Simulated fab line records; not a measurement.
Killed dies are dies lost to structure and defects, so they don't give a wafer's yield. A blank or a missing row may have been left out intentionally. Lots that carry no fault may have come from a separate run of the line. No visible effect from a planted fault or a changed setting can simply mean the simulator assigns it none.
Which of the tools did it? :: flow nand harc :: Sampling: 14 lots, 42 wafers, 5 of 1159 route steps

== WHAT THE GAUGES READ, wafer by wafer ==
NHARC_A_SOURCE_PLATE_INSPECT_08. Usual: raw defect count at 64, with a standard deviation of 26.
lot: L428
measured: day 8 06:23
on: defect inspect-01
raw defect count: 81 72 34
flag: 

lot: L429
measured: day 8 06:23
on: defect inspect-02
raw defect count: 32 34 22
flag: 

lot: L431
measured: day 8 22:39
on: defect inspect-01
raw defect count: 34 41 70
flag: 

lot: L432
measured: day 9 04:01
on: defect inspect-01
raw defect count: 65 112 66
flag: 

lot: L433
measured: day 9 11:31
on: defect inspect-02
raw defect count: 118 100 118
flag: 

lot: L434
measured: day 9 11:29
on: defect inspect-01
raw defect count: 30 48 46
flag: 

lot: L435
measured: day 9 18:10
on: defect inspect-02
raw defect count: 48 30 59
flag: 

lot: L436
measured: day 9 18:10
on: defect inspect-01
raw defect count: 73 63 35
flag: 

lot: L439
measured: day 10 21:45
on: defect inspect-01
raw defect count: 52 65 103
flag: 

lot: L438
measured: day 10 21:47
on: defect inspect-02
raw defect count: 53 59 45
flag: 

lot: L440
measured: day 11 01:02
on: defect inspect-01
raw defect count: 79 59 80
flag: 

lot: L443
measured: day 11 17:58
on: defect inspect-02
raw defect count: 49 52 53
flag: 

lot: L448
measured: day 12 16:11
on: defect inspect-01
raw defect count: 78 70 93
flag: 

lot: L447
measured: day 12 16:10
on: defect inspect-02
raw defect count: 78 162 75
flag: 

NHARC_A_ONON_D1_THK_MEAS_14: measures by ellipsometry. Usual: thk nm at 999 nm, with a standard deviation of 10.
lot: L428
measured: day 8 09:18
on: film metro-02
thk nm (nm): 985 986 988
flag: 

lot: L429
measured: day 8 09:15
on: film metro-01
thk nm (nm): 995 995 996
flag: 

lot: L431
measured: day 9 01:29
on: film metro-02
thk nm (nm): 1008 1008 1007
flag: 

lot: L432
measured: day 9 06:52
on: film metro-02
thk nm (nm): 1010 1007 1007
flag: 

lot: L433
measured: day 9 14:29
on: film metro-01
thk nm (nm): 999 998 1001
flag: 

lot: L434
measured: day 9 14:20
on: film metro-01
thk nm (nm): 990 991 993
flag: 

lot: L435
measured: day 9 20:59
on: film metro-02
thk nm (nm): 987 985 987
flag: 

lot: L436
measured: day 9 21:01
on: film metro-01
thk nm (nm): 1010 1011 1009
flag: 

lot: L439
measured: day 11 00:45
on: film metro-01
thk nm (nm): 1011 1012 1012
flag: 

lot: L438
measured: day 11 00:58
on: film metro-01
thk nm (nm): 993 992 993
flag: 

lot: L440
measured: day 11 03:52
on: film metro-02
thk nm (nm): 992 994 994
flag: 

lot: L443
measured: day 11 20:47
on: film metro-01
thk nm (nm): 1010 1008 1008
flag: 

lot: L448
measured: day 12 19:01
on: film metro-02
thk nm (nm): 1001 1002 1004
flag: 

lot: L447
measured: day 12 19:00
on: film metro-02
thk nm (nm): 1020 1021 1022
flag: 

NHARC_END_SORT_01. Usual: killed at array 29, standard deviation 13; killed at other 0.7, standard deviation 1; killed at periphery 3.2, standard deviation 2.3; killed dies 33, standard deviation 13; killed open 3.3, standard deviation 1.7; killed short 2.0, standard deviation 1.5.
lot: L428
measured: day 20 00:19
on: prober-01
killed at array: 19 18 32
killed at other: 0 1 0
killed at periphery: 2 2 1
killed dies: 21 21 33
killed open: 2 2 3
killed short: 2 3 2
flag: 

lot: L429
measured: day 19 14:54
on: prober-02
killed at array: 26 27 23
killed at other: 1 1 0
killed at periphery: 2 3 1
killed dies: 29 31 24
killed open: 2 4 2
killed short: 1 2 2
flag: 

lot: L431
measured: day 20 22:35
on: prober-01
killed at array: 13 15 14
killed at other: 0 1 0
killed at periphery: 1 4 3
killed dies: 14 20 17
killed open: 4 7 4
killed short: 2 1 4
flag: 

lot: L432
measured: day 21 07:56
on: prober-02
killed at array: 24 27 23
killed at other: 0 0 0
killed at periphery: 1 4 4
killed dies: 25 31 27
killed open: 4 3 3
killed short: 0 5 1
flag: 

lot: L433
measured: day 21 14:54
on: prober-02
killed at array: 17 13 12
killed at other: 1 0 0
killed at periphery: 2 5 6
killed dies: 20 18 18
killed open: 3 4 3
killed short: 1 1 3
flag: 

lot: L434
measured: day 21 07:10
on: prober-01
killed at array: 36 39 45
killed at other: 0 3 3
killed at periphery: 4 5 9
killed dies: 40 47 57
killed open: 8 4 7
killed short: 2 1 2
flag: 

lot: L435
measured: day 22 01:38
on: prober-02
killed at array: 47 45 41
killed at other: 0 0 0
killed at periphery: 1 1 1
killed dies: 48 46 42
killed open: 3 5 5
killed short: 0 2 2
flag: 

lot: L436
measured: day 23 05:22
on: prober-01
killed at array: 667 671 671
killed at other: 2 1 0
killed at periphery: 8 5 6
killed dies: 677 677 677
killed open: 3 0 4
killed short: 3 2 0
flag: OFF

lot: L439
measured: day 22 09:26
on: prober-02
killed at array: 19 18 15
killed at other: 0 0 0
killed at periphery: 2 5 3
killed dies: 21 23 18
killed open: 1 2 5
killed short: 4 2 2
flag: 

lot: L438
measured: day 22 17:56
on: prober-02
killed at array: 33 37 34
killed at other: 0 0 0
killed at periphery: 2 1 2
killed dies: 35 38 36
killed open: 6 4 4
killed short: 4 5 2
flag: 

lot: L440
measured: day 23 01:42
on: prober-01
killed at array: 670 670 671
killed at other: 3 3 4
killed at periphery: 4 4 2
killed dies: 677 677 677
killed open: 5 6 3
killed short: 5 2 1
flag: OFF

lot: L443
measured: day 23 17:43
on: prober-02
killed at array: 674 668 670
killed at other: 0 2 1
killed at periphery: 3 7 6
killed dies: 677 677 677
killed open: 3 6 3
killed short: 3 5 2
flag: OFF

lot: L448
measured: day 24 12:31
on: prober-01
killed at array: 15 14 13
killed at other: 1 1 3
killed at periphery: 2 3 6
killed dies: 18 18 22
killed open: 1 0 5
killed short: 2 1 4
flag: 

lot: L447
measured: day 24 21:51
on: prober-02
killed at array: 19 14 11
killed at other: 1 1 0
killed at periphery: 3 3 3
killed dies: 23 18 14
killed open: 6 6 2
killed short: 3 0 0
flag: 

== WHICH TOOL RAN EACH LOT (tool, then ch and the chambers of the sampled wafers, then the start) ==
lot: L428
NHARC_A_ZERO_WELL_ETCH_13: rie si-05 ch 0,1,3, day 7 07:31
NHARC_A_CHANNEL_HOLE_D1_DEP_00: acl dep-03 ch 0, day 8 21:19

lot: L429
NHARC_A_ZERO_WELL_ETCH_13: rie si-03 ch 0,1,2, day 7 07:40
NHARC_A_CHANNEL_HOLE_D1_DEP_00: acl dep-01 ch 0, day 8 20:53

lot: L431
NHARC_A_ZERO_WELL_ETCH_13: rie si-04 ch 1,2, day 7 22:16
NHARC_A_CHANNEL_HOLE_D1_DEP_00: acl dep-03 ch 0, day 9 11:36

lot: L432
NHARC_A_ZERO_WELL_ETCH_13: rie si-05 ch 0,1,2, day 8 04:39
NHARC_A_CHANNEL_HOLE_D1_DEP_00: acl dep-02 ch 0, day 9 17:20

lot: L433
NHARC_A_ZERO_WELL_ETCH_13: rie si-05 ch 0,1, day 8 12:32
NHARC_A_CHANNEL_HOLE_D1_DEP_00: acl dep-02 ch 0, day 10 03:53

lot: L434
NHARC_A_ZERO_WELL_ETCH_13: rie si-03 ch 0,1,2, day 8 13:44
NHARC_A_CHANNEL_HOLE_D1_DEP_00: acl dep-01 ch 0, day 10 02:38

lot: L435
NHARC_A_ZERO_WELL_ETCH_13: rie si-03 ch 1,3, day 8 20:28
NHARC_A_CHANNEL_HOLE_D1_DEP_00: acl dep-01 ch 0, day 10 09:13

lot: L436
NHARC_A_ZERO_WELL_ETCH_13: rie si-04 ch 0,1,3, day 8 20:41
NHARC_A_CHANNEL_HOLE_D1_DEP_00: acl dep-02 ch 0, day 10 10:38 and acl dep-01 ch 0, day 10 13:11

lot: L439
NHARC_A_ZERO_WELL_ETCH_13: rie si-03 ch 1,2,3, day 9 23:17
NHARC_A_CHANNEL_HOLE_D1_DEP_00: acl dep-02 ch 0, day 11 11:52

lot: L438
NHARC_A_ZERO_WELL_ETCH_13: rie si-04 ch 0,2,3, day 9 23:53
NHARC_A_CHANNEL_HOLE_D1_DEP_00: acl dep-03 ch 0, day 11 12:35

lot: L440
NHARC_A_ZERO_WELL_ETCH_13: rie si-03 ch 0,1,3, day 10 03:16
NHARC_A_CHANNEL_HOLE_D1_DEP_00: acl dep-02 ch 0, day 11 17:16

lot: L443
NHARC_A_ZERO_WELL_ETCH_13: rie si-05 ch 1,2,3, day 10 18:37
NHARC_A_CHANNEL_HOLE_D1_DEP_00: acl dep-01 ch 0, day 12 08:34 and acl dep-03 ch 0, day 12 11:23

lot: L448
NHARC_A_ZERO_WELL_ETCH_13: rie si-03 ch 0,2,3, day 11 17:34
NHARC_A_CHANNEL_HOLE_D1_DEP_00: acl dep-02 ch 0, day 13 09:17

lot: L447
NHARC_A_ZERO_WELL_ETCH_13: rie si-04 ch 0,3, day 11 18:39
NHARC_A_CHANNEL_HOLE_D1_DEP_00: acl dep-03 ch 0, day 13 06:44
- NHARC_A_ZERO_WELL_ETCH_13: etches the open film in HBr/Cl2, target depth 120 nm, time 40.1 s.
- NHARC_A_CHANNEL_HOLE_D1_DEP_00: deposits aC, target thk 3100 nm.

== AS READ BY THE TOOLS THEMSELVES (means over the sampled wafers that have a number; for cases with no such wafer, the mark the record gives instead) ==
NHARC_A_ZERO_WELL_ETCH_13. Usual: drypump motor current A 5.9 A, standard deviation 0.58; oes product au 1.001 a.u., standard deviation 0.01; throttle valve pct 26.405 %, standard deviation 0.009.
lot: L428
tool: rie si-05
drypump motor current A (A): 5.7
oes product au (a.u.): 0.994
throttle valve pct (%): 26.411
flag: 

lot: L429
tool: rie si-03
drypump motor current A (A): 6.1
oes product au (a.u.): 0.997
throttle valve pct (%): 26.403
flag: 

lot: L431
tool: rie si-04
drypump motor current A (A): 5.3
oes product au (a.u.): 1.002
throttle valve pct (%): 26.407
flag: 

lot: L432
tool: rie si-05
drypump motor current A (A): 5.9
oes product au (a.u.): 1.000
throttle valve pct (%): 26.398
flag: 

lot: L433
tool: rie si-05
drypump motor current A (A): 5.7
oes product au (a.u.): 0.994
throttle valve pct (%): 26.407
flag: 

lot: L434
tool: rie si-03
drypump motor current A (A): 6.1
oes product au (a.u.): 1.000
throttle valve pct (%): 26.396
flag: 

lot: L435
tool: rie si-03
drypump motor current A (A): 5.8
oes product au (a.u.): 1.000
throttle valve pct (%): 26.395
flag: 

lot: L436
tool: rie si-04
drypump motor current A (A): 5.8
oes product au (a.u.): 0.992
throttle valve pct (%): 26.399
flag: 

lot: L439
tool: rie si-03
drypump motor current A (A): 6.0
oes product au (a.u.): 0.996
throttle valve pct (%): 26.401
flag: 

lot: L438
tool: rie si-04
drypump motor current A (A): 6.0
oes product au (a.u.): 1.005
throttle valve pct (%): 26.397
flag: 

lot: L440
tool: rie si-03
drypump motor current A (A): 5.8
oes product au (a.u.): 1.002
throttle valve pct (%): 26.402
flag: 

lot: L443
tool: rie si-05
drypump motor current A (A): 6.3
oes product au (a.u.): 0.996
throttle valve pct (%): 26.410
flag: 

lot: L448
tool: rie si-03
drypump motor current A (A): 6.0
oes product au (a.u.): 1.008
throttle valve pct (%): 26.414
flag: 

lot: L447
tool: rie si-04
drypump motor current A (A): 6.1
oes product au (a.u.): 1.006
throttle valve pct (%): 26.399
flag: 

NHARC_A_CHANNEL_HOLE_D1_DEP_00. Usual: throttle valve pct at 34.999 %, with a standard deviation of 0.0094.
lot: L428
tool: acl dep-03
throttle valve pct (%): 34.995
flag: 

lot: L429
tool: acl dep-01
throttle valve pct (%): 34.994
flag: 

lot: L431
tool: acl dep-03
throttle valve pct (%): 35.003
flag: 

lot: L432
tool: acl dep-02
throttle valve pct (%): 35.005
flag: 

lot: L433
tool: acl dep-02
throttle valve pct (%): 34.994
flag: 

lot: L434
tool: acl dep-01
throttle valve pct (%): 35.003
flag: 

lot: L435
tool: acl dep-01
throttle valve pct (%): 34.995
flag: 

lot: L436
tool: acl dep-02/acl dep-01
throttle valve pct (%): 35.000
flag: 

lot: L439
tool: acl dep-02
throttle valve pct (%): 34.995
flag: 

lot: L438
tool: acl dep-03
throttle valve pct (%): 35.004
flag: 

lot: L440
tool: acl dep-02
throttle valve pct (%): 34.997
flag: 

lot: L443
tool: acl dep-01/acl dep-03
throttle valve pct (%): 34.995
flag: 

lot: L448
tool: acl dep-02
throttle valve pct (%): 34.998
flag: 

lot: L447
tool: acl dep-03
throttle valve pct (%): 34.997
flag: 

== THE ANSWER, worked out from the rows above alone ==
Rule: lot off if the mean of its wafers having a number is beyond 3 standard deviations from the usual mean. Also off: a lot with no number at a reading for which 4 or more lots have one. All remaining lots with rows at the step are treated as sound. Order of review: gauges by route order, followed by the tools' own readings, for which a lot's mean as printed above is used. At the first step where some lot is off, the reading lying furthest off is the one used; lots without a number count as furthest.
Off at NHARC_END_SORT_01 (killed dies): L436, L440, L443.
A tool fits if, at a process step before that reading, it ran every lot that is off, and no sound lot after the first of them. Gauges at NHARC_END_SORT_01: tried the same way as those tools. Not one of the candidates tried fits.

== WHAT HAD BEEN PUT IN BY THE SIMULATOR ==
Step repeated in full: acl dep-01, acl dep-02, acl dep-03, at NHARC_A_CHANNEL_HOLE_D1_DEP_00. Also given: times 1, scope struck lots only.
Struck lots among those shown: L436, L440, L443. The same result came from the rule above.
